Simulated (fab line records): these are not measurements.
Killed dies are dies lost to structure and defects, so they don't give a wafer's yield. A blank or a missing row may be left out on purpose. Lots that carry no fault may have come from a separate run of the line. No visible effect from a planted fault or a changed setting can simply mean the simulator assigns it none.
The tool behind it: which one? -- flow n5-finfet -- 9 lots, 27 wafers sampled, at 5 steps of a route of 1938

WHAT EACH GAUGE READ, for each wafer
N5_BEOL_M4_RC_MEAS_101. Usual: DIBL_N 35.9 mV/V, standard deviation 1.3; DIBL_P 36.3 mV/V, standard deviation 1.5; IOFF_N 0.153 nA/um, standard deviation 0.023; IOFF_P 0.208 nA/um, standard deviation 0.028; ION_N 672 uA/um, standard deviation 9.7; ION_P 462 uA/um, standard deviation 6.6; SS_N 71.5 mV/dec, standard deviation 0.53; SS_P 73.3 mV/dec, standard deviation 0.59; VT_N 250.4 mV, standard deviation 2.7; VT_P -250.5 mV, standard deviation 3.
lot,measured,on,DIBL_N (mV/V),DIBL_P (mV/V),IOFF_N (nA/um),IOFF_P (nA/um),ION_N (uA/um),ION_P (uA/um),SS_N (mV/dec),SS_P (mV/dec),VT_N (mV),VT_P (mV),flag
L704,day 9 02:06,prober-02,34.1 33.4 34.4,36.7 36.1 36.6,0.150 0.139 0.148,0.207 0.206 0.195,674 665 664,467 463 455,71.5 71.5 71.6,73.5 73.4 73.8,247.2 248.8 246.3,-250.3 -250.9 -252.2,
L705,day 9 08:19,prober-01,37.3 35.1 38.7,37.6 34.8 39.2,0.186 0.148 0.218,0.275 0.214 0.307,672 670 690,470 469 478,72.6 71.1 73.0,73.6 72.8 73.3,245.2 250.7 246.7,-245.2 -248.0 -243.2,
L709,day 10 09:09,prober-01,37.4 37.9 38.0,38.0 38.7 39.7,0.171 0.185 0.196,0.221 0.240 0.259,674 677 682,466 466 477,72.1 70.7 72.0,74.5 74.4 74.4,248.5 249.1 246.2,-248.4 -250.1 -249.4,
L710,day 10 15:32,prober-02,35.5 36.2 35.2,35.2 35.9 35.0,0.133 0.149 0.128,0.188 0.192 0.180,660 670 664,453 458 452,71.2 71.2 71.2,72.8 73.1 73.4,253.5 252.0 255.7,-253.0 -255.0 -255.7,
L711,day 10 11:12,prober-02,35.7 37.4 37.4,35.8 38.7 38.2,0.135 0.173 0.169,0.180 0.224 0.213,675 684 686,460 471 464,71.3 71.7 71.9,73.6 73.5 73.1,253.1 247.8 247.4,-249.9 -248.1 -251.0,
L721,day 13 15:25,prober-01,33.7 33.9 34.0,34.3 34.7 35.1,0.136 0.137 0.144,0.213 0.212 0.223,665 670 686,462 466 476,70.9 70.4 71.5,73.3 72.4 73.6,251.6 250.3 251.4,-247.8 -248.5 -245.7,
L723,day 14 01:19,prober-02,37.1 36.4 36.6,38.5 37.5 37.4,0.190 0.170 0.165,0.239 0.215 0.209,690 691 679,472 468 462,71.4 71.4 71.7,74.4 74.6 73.0,247.0 248.6 249.0,-248.6 -250.0 -248.8,
L724,day 14 04:28,prober-02,34.8 35.1 36.2,35.7 36.5 37.1,0.130 0.138 0.155,0.177 0.189 0.208,667 674 671,465 461 459,71.1 71.4 71.0,73.4 72.4 73.0,252.7 252.6 252.4,-253.0 -253.8 -251.6,
L725,day 15 00:24,prober-02,35.8 35.0 35.3,35.8 34.7 34.6,0.145 0.134 0.136,0.211 0.189 0.192,689 679 672,473 469 462,70.6 70.9 70.7,72.9 72.8 73.1,248.5 250.8 250.5,-249.6 -249.5 -249.6,

WHICH TOOL RAN EACH LOT (tool, then ch and the chambers of the sampled wafers, then the start)
lot,N5_ILD0_CMP_12,N5_SDB_HM_DEP_00,N5_SDB_ALD_29,N5_DUMMY_REMOVAL_HM_STRIP_01
L704,"cmp-01 ch 0,1,2, day 4 04:25","pecvd-02 ch 0,1,2, day 4 04:44","ald-sin-04 ch 1,2,3, day 4 06:09","rie-diel-02 ch 1,2,3, day 4 09:20"
L705,"cmp-03 ch 0,2,3, day 4 14:59","pecvd-01 ch 0,1,2, day 4 15:20","ald-sin-04 ch 0,2,3, day 4 16:33","rie-diel-01 ch 0,2,3, day 4 19:38"
L709,"cmp-01 ch 0,1, day 5 14:32","pecvd-01 ch 1,2, day 5 14:52","ald-sin-04 ch 1,3, day 5 16:11","rie-diel-01 ch 0,2,3, day 5 19:17"
L710,"cmp-01 ch 1,2, day 5 21:09","pecvd-03 ch 0,1,2, day 5 21:28","ald-sin-01 ch 1,2, day 6 01:07","rie-diel-04 ch 0,2,3, day 6 04:12"
L711,"cmp-02 ch 0,1,2, day 5 21:25","pecvd-03 ch 1,2, day 5 21:47","ald-sin-04 ch 1,2, day 6 02:25","rie-diel-04 ch 0,1,2, day 6 05:30"
L721,"cmp-03 ch 0,1,3, day 8 16:58","pecvd-01 ch 0,1,2, day 8 17:15","ald-sin-04 ch 0,2,3, day 8 18:35","rie-diel-01 ch 0,1,2, day 8 21:40"
L723,"cmp-01 ch 2,3, day 9 03:53","pecvd-01 ch 1,2, day 9 04:14","ald-sin-04 ch 1,2,3, day 9 05:30","rie-diel-04 ch 0,3, day 9 08:48"
L724,"cmp-01 ch 1,2,3, day 9 07:10","pecvd-03 ch 0,1, day 9 07:32","ald-sin-01 ch 0,1,3, day 9 08:59","rie-diel-04 ch 0,1,2, day 9 12:05"
L725,"cmp-03 ch 0,1,3, day 9 13:38","pecvd-01 ch 0,1, day 9 13:59","ald-sin-04 ch 0,1,2, day 9 15:37","rie-diel-01 ch 1,2,3, day 9 18:47"
- N5_ILD0_CMP_12: polishes SiNx, stops on poly-Si, t overpolish 6 s, target thk 17.67 nm.
- N5_SDB_HM_DEP_00: deposits SiNx from SiH4/NH3/N2, target thk 40 nm, time 35.3 s.
- N5_SDB_ALD_29: deposits SiNx, target thk 30 nm, pulse time 1 s, ald cycles 600.
- N5_DUMMY_REMOVAL_HM_STRIP_01: strips SiNx in CH3F/O2, stops on poly-Si, target depth 4 nm, time 6.8 s.

AS READ BY THE TOOLS THEMSELVES (means over the sampled wafers that have a number; for cases with no such wafer, the mark the record gives instead)
N5_ILD0_CMP_12. Usual: motor-current-A 9.3 A, standard deviation 0.68; overpolish-run-s 6.000 s, standard deviation 0.0084; slurry-filter-dp-kPa 13.51 kPa, standard deviation 0.12; time-to-endpoint-s 28.8 s, standard deviation 1.9.
lot,tool,motor-current-A (A),overpolish-run-s (s),slurry-filter-dp-kPa (kPa),time-to-endpoint-s (s),flag
L704,cmp-01,9.3,5.996,13.61,29.6,
L705,cmp-03,8.6,5.997,13.53,29.9,
L709,cmp-01,9.2,5.990,13.48,29.5,
L710,cmp-01,9.1,6.007,13.57,29.0,
L711,cmp-02,9.1,6.002,13.51,27.8,
L721,cmp-03,9.6,5.996,13.53,28.2,
L723,cmp-01,9.7,5.997,13.54,25.8,
L724,cmp-01,9.8,5.994,13.53,28.9,
L725,cmp-03,9.4,6.005,13.61,28.7,

N5_SDB_HM_DEP_00. Usual: heater-power-w 756 W, standard deviation 94; showerhead-plenum-p-Torr 5.12 Torr, standard deviation 0.092; throttle-valve-pct 39.2 %, standard deviation 0.79.
lot,tool,heater-power-w (W),showerhead-plenum-p-Torr (Torr),throttle-valve-pct (%),flag
L704,pecvd-02,748,5.11,39.6,
L705,pecvd-01,791,5.10,39.3,
L709,pecvd-01,752,5.09,39.5,
L710,pecvd-03,748,5.14,38.7,
L711,pecvd-03,708,5.10,39.2,
L721,pecvd-01,813,5.09,39.4,
L723,pecvd-01,761,5.10,39.1,
L724,pecvd-03,821,5.24,38.7,
L725,pecvd-01,767,5.08,40.1,

N5_SDB_ALD_29. Usual: heater-power-w 834 W, standard deviation 79; precursor-pulse-height-rel 1.000, standard deviation 0.02.
lot,tool,heater-power-w (W),precursor-pulse-height-rel,flag
L704,ald-sin-04,850,0.998,
L705,ald-sin-04,905,1.000,
L709,ald-sin-04,824,1.011,
L710,ald-sin-01,802,0.997,
L711,ald-sin-04,803,1.007,
L721,ald-sin-04,902,0.983,
L723,ald-sin-04,867,0.993,
L724,ald-sin-01,767,1.000,
L725,ald-sin-04,875,1.000,

N5_DUMMY_REMOVAL_HM_STRIP_01. Usual: drypump-motor-current-A 5.6 A, standard deviation 0.32; oes-product-au 0.64 a.u., standard deviation 0.074; rf-vpp-V 127.7 V, standard deviation 1.1; showerhead-plenum-p-Torr 2.02 Torr, standard deviation 0.072; throttle-valve-pct 16.28 %, standard deviation 0.24.
lot,tool,drypump-motor-current-A (A),oes-product-au (a.u.),rf-vpp-V (V),showerhead-plenum-p-Torr (Torr),throttle-valve-pct (%),flag
L704,rie-diel-02,5.9,0.60,127.1,1.96,16.37,
L705,rie-diel-01,5.5,0.67,127.2,2.00,16.03,
L709,rie-diel-01,5.5,0.66,127.3,1.99,16.05,
L710,rie-diel-04,5.2,0.60,128.6,2.01,16.32,
L711,rie-diel-04,5.2,0.64,128.1,2.03,16.33,
L721,rie-diel-01,5.7,0.65,127.7,1.99,16.21,
L723,rie-diel-04,5.1,0.71,129.0,2.11,16.02,
L724,rie-diel-04,5.2,0.63,127.7,2.03,16.36,
L725,rie-diel-01,5.4,0.69,127.1,1.97,16.22,

THE ANSWER, worked out from the rows above alone
Rule: a lot counts as off when the mean over its wafers that have a number is more than 3 standard deviations away from the usual mean. Also off: a lot with no number at a reading for which 4 or more lots have one. Any other lot the step has rows for is counted as sound. First the gauges in route order, then the tools' own readings, where a lot's mean is used as printed above. The first step at which some lot is off is used, and at that step the reading that is off furthest; a lot without a number counts as furthest.
Across all readings shown, no lot is off: no conclusion can be drawn from this.

WHAT WAS PUT IN BY THE SIMULATOR
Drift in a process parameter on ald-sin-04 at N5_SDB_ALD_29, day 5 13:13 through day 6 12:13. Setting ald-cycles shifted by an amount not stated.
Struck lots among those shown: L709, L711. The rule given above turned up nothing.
